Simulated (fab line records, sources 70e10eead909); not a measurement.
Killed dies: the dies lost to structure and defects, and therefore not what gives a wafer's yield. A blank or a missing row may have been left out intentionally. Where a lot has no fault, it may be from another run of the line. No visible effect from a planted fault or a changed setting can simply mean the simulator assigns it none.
Code-filled problem report in 8D (eight disciplines) form / flow nand-harc / the parts of the form that need people (team, actions taken, sign-off) are left out

== 1. PROBLEM STATEMENT ==
Mean of raw-defect-count at NHARC_A_SLIT_INSPECT_11: 458 across 6 wafers in 2 lots; on wafers with no fault it is 60 (standard deviation 32). That puts it +12 standard deviations away from the usual mean.
First seen on wafer L949.2, day 25 15:17, on defect-inspect-01. Wafers with a number at this step in the record: 33, from 11 lots. Rule for "out" (also "out of limits"): further than 4 standard deviations from the usual mean. Any other wafer with a number is counted as sound.

== 2. WHAT IT IS, WHAT IT ISN'T ==
question=which readings at this step | is=raw-defect-count | is not=-
question=which lots | is=L949, L951 | is not=L936, L939, L941, L942, L953, L954, L956, L957, L959
question=which wafers of those lots | is=all that have a number | is not=-
question=read on which gauges | is=defect-inspect-01 | is not=defect-inspect-02
question=when | is=from day 25 15:17 | is not=up to then (12 sound wafers); but 15 sound wafers of L953, L954, L956, L957, L959 came after

== 3. THE SUSPECTS, EACH WITH WHAT RULES IT OUT ==
Counting: a tool stays on the suspect list if, at a process step up to the reading, it processed all lots that are out and no sound lot following the first of them.
- the gauge at NHARC_A_SLIT_INSPECT_11: kept. All the wafers that are out were read on defect-inspect-01, and no step on other tools shows them out.
- rie-diel-09 at NHARC_A_SGD_CUT_ETCHBACK_24 (etches the open film in CH3F/O2, target depth 50 nm, time 92.857 s): ruled out as a lasting fault. Sound lots L954, L956, L957 ran on it after its first lot that is out, L949 (day 25 09:59).
- acl-dep-03 at NHARC_A_SLIT_DEP_00 (deposits aC, target thk 6200 nm): ruled out as a lasting fault. Sound lots L954, L953, L957 ran on it after its first lot that is out, L949 (day 25 11:16).
- pecvd-04 at NHARC_A_SLIT_DEP_23 (deposits SiON, target thk 100 nm): ruled out as a lasting fault. Sound lots L957 ran on it after its first lot that is out, L949 (day 25 14:30).
After counting, what remains is defect-inspect-01 at NHARC_A_SLIT_INSPECT_11.

== 4. THE CAUSE (what the simulator had put in) ==
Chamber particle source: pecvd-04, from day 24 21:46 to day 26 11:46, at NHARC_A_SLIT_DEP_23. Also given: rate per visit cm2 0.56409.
It was ruled out by counting, in error; the rule expects a fault to strike all lots run on its tool from its start on, and this fault did not.

== 5. SEQUENCE OF EFFECTS, ordered by route ==
Each row: a reading whose mean over the struck wafers that have a number lies more than 3 standard deviations from the usual. Readings are gone through only where the record gives a usual standard deviation; hours: the median, over the lots, of the time from a lot's start at the first step in this table giving one to that lot's start at this step; sigmas: the change measured in usual standard deviations.
hours=0; step=NHARC_A_SLIT_INSPECT_11; reading=raw-defect-count; usual=60; on struck wafers=458; change=+398; sigmas=+12
hours=13; step=NHARC_A_SIN_REMOVE_INSPECT_04; reading=raw-defect-count; usual=377; on struck wafers=800; change=+423; sigmas=+5.6
hours=109; step=NHARC_END_SORT_01; reading=killed-at-array; usual=58; on struck wafers=131; change=+73; sigmas=+3.7
hours=109; step=NHARC_END_SORT_01; reading=killed-dies; usual=63; on struck wafers=136; change=+72; sigmas=+3.8

== 6. HOW IT WOULD HAVE BEEN CAUGHT EARLIER ==
Counted from the fault's start at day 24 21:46, it took 18 hours until the first out-of-limits reading at a measuring or inspecting step in this record, taken at day 25 15:17.
Tool readings at NHARC_A_SLIT_DEP_23 with a usual standard deviation given in the record: none out on any struck wafer, hence no alarm at a limit of 4 standard deviations on them.
